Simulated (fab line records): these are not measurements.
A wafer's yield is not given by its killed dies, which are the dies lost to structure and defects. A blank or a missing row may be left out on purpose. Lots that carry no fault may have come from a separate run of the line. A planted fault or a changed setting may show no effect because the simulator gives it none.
A struck lot beside a sound one / flow n5_finfet / 16 steps out of a route of 1938
Sound: wafers L837.1, L837.3, L837.4. The struck wafers were L852.4, L852.6. The cause is named last.
Per side, at each step with rows, come the tool, then ch with its chambers, and then its first start. Under that, the readings that differ: sound wafers / struck wafers / difference of the means / sigmas: that difference in standard deviations of wafers without a fault.
alike: same words and numbers on both sides, and readings whose means sit less than 2 such deviations apart. not compared: any withheld reading, any reading some wafer has no value for, any bound like >300 that may hide the same value, and any number with overlapping values for which the record gives no deviation.
A row with sigmas, a row that says differs or no value, or rows on one side alone: a step with any of these is where the two part. Numbers that have no deviation but don't overlap get no sigmas and don't part them. A reading missing from all wafers of one side parts the sides only when that side holds two or more wafers.

first, 4 steps without rows for these wafers: N5_BEOL_M2_SOFTBAKE_23 (time 60 s); N5_BEOL_M2_EXPOSE_25 (exposes mask V1, defocus 5 nm); N5_BEOL_M2_PEB_26 (peb time 60 s); N5_BEOL_M2_DEVELOP_27 (develop time 30 s).
N5_BEOL_M2_CD_MEAS_28: target cd 26.2 nm, target cd y 24.1 nm.
  sound on cd_sem-02 ch 0, day 7 08:02; struck on cd_sem-02 ch 0, day 11 05:20
  alike: cd_nm
N5_BEOL_M2_OVL_MEAS_29:
  sound on overlay-01 ch 0, day 7 08:04; struck on overlay-01 ch 0, day 11 05:23
  alike: V1_OVL
N5_BEOL_M2_INSPECT_30: inspects for defects (brightfield).
  struck on defect_inspect-02, day 11 05:25; sound on defect_inspect-01, day 7 08:08
  alike: raw_defect_count
N5_BEOL_M2_DESCUM_33: chemistry O2, time 7 s.
  sound on rie_diel-05 ch 0,2,3, day 7 08:10; struck on rie_diel-04 ch 2,3, day 11 05:28
reading=rf_hours_counter_h (h); sound=210 23 67; struck=- -; difference=no value on the struck wafers; sigmas=
  alike: drypump_motor_current_A, oes_product_au, rf_vpp_V, showerhead_plenum_p_Torr, throttle_valve_pct
N5_BEOL_M2_ETCH_77: etches underlayer in N2/H2, target depth 6.5 nm, time 5.2 s.
  sound on rie_diel-05 ch 0,2,3, day 7 08:12; struck on rie_diel-04 ch 2,3, day 11 05:29
reading=rf_hours_counter_h (h); sound=210 23 67; struck=- -; difference=no value on the struck wafers; sigmas=
  alike: drypump_motor_current_A, etch_rf_on_time_s, oes_product_au, rf_vpp_V, showerhead_plenum_p_Torr, throttle_valve_pct
N5_BEOL_M2_ETCH_69: etches SiARC in CF4, target depth 15.6 nm, time 26 s.
  sound on rie_diel-05 ch 0,2,3, day 7 08:13; struck on rie_diel-04 ch 2,3, day 11 05:32
reading=rf_hours_counter_h (h); sound=210 23 67; struck=- -; difference=no value on the struck wafers; sigmas=
  alike: drypump_motor_current_A, etch_rf_on_time_s, oes_product_au, rf_vpp_V, showerhead_plenum_p_Torr, throttle_valve_pct
N5_BEOL_M2_ALD_98: deposits SiO2, target thk 2.5 nm, pulse time 1 s, co reactant pulse time 1 s.
  sound on ald_sin-01 ch 0,2,3, day 7 08:56; struck on ald_sin-04 ch 0, day 11 05:47
  alike: heater_power_w, precursor_pulse_height_rel
N5_BEOL_M2_ETCHBACK_99: etches SiO2 in CHF3, target depth 5 nm, time 10.4 s.
  sound on rie_diel-05 ch 0,2,3, day 7 20:07; struck on rie_diel-04 ch 0,3, day 11 08:54
reading=rf_hours_counter_h (h); sound=215 28 71; struck=- -; difference=no value on the struck wafers; sigmas=
  alike: drypump_motor_current_A, oes_ar_750_au, oes_product_au, rf_vpp_V, showerhead_plenum_p_Torr, throttle_valve_pct
N5_BEOL_M2_ETCH_70: etches SOC in N2/H2, target depth 80 nm, overetch 24 nm, time 130 s.
  sound on rie_diel-05 ch 0,2,3, day 7 20:09; struck on rie_diel-04 ch 0,3, day 11 08:58
reading=rf_hours_counter_h (h); sound=215 28 71; struck=- -; difference=no value on the struck wafers; sigmas=
reading=model.SiARC_of_BEOL_M2_COAT_68.thk_nm (nm); sound=6 6 5.6; struck=2.8 2.8; difference=-3.1; sigmas=
  alike: drypump_motor_current_A, oes_product_au, rf_vpp_V, showerhead_plenum_p_Torr, throttle_valve_pct
then, 1 step without rows for these wafers: N5_BEOL_M2_STRIP_71 (strips in N2/H2).
N5_BEOL_M4_RC_MEAS_101:
  sound on prober-02 ch 0, day 9 03:03; struck on prober-01 ch 0, day 13 00:13
  alike: DIBL_N, DIBL_P, IOFF_N, IOFF_P, ION_N, ION_P, SS_N, SS_P, VT_N, VT_P
-- here the record skips 4 days between the struck wafers' starts before and after, leaving off in module BEOL_M4 and picking up in module PASSIVATION (first step shown: number 1936 of the route) --
N5_PASSIVATION_PROBE_49:
  the record has rows for the struck wafers here (prober-01, day 17 05:11) and none for the sound ones

== WHERE THEY PART ==
Earliest at N5_BEOL_M2_DESCUM_33; latest, in this record, at N5_PASSIVATION_PROBE_49.

WHY: what had been put in by the simulator
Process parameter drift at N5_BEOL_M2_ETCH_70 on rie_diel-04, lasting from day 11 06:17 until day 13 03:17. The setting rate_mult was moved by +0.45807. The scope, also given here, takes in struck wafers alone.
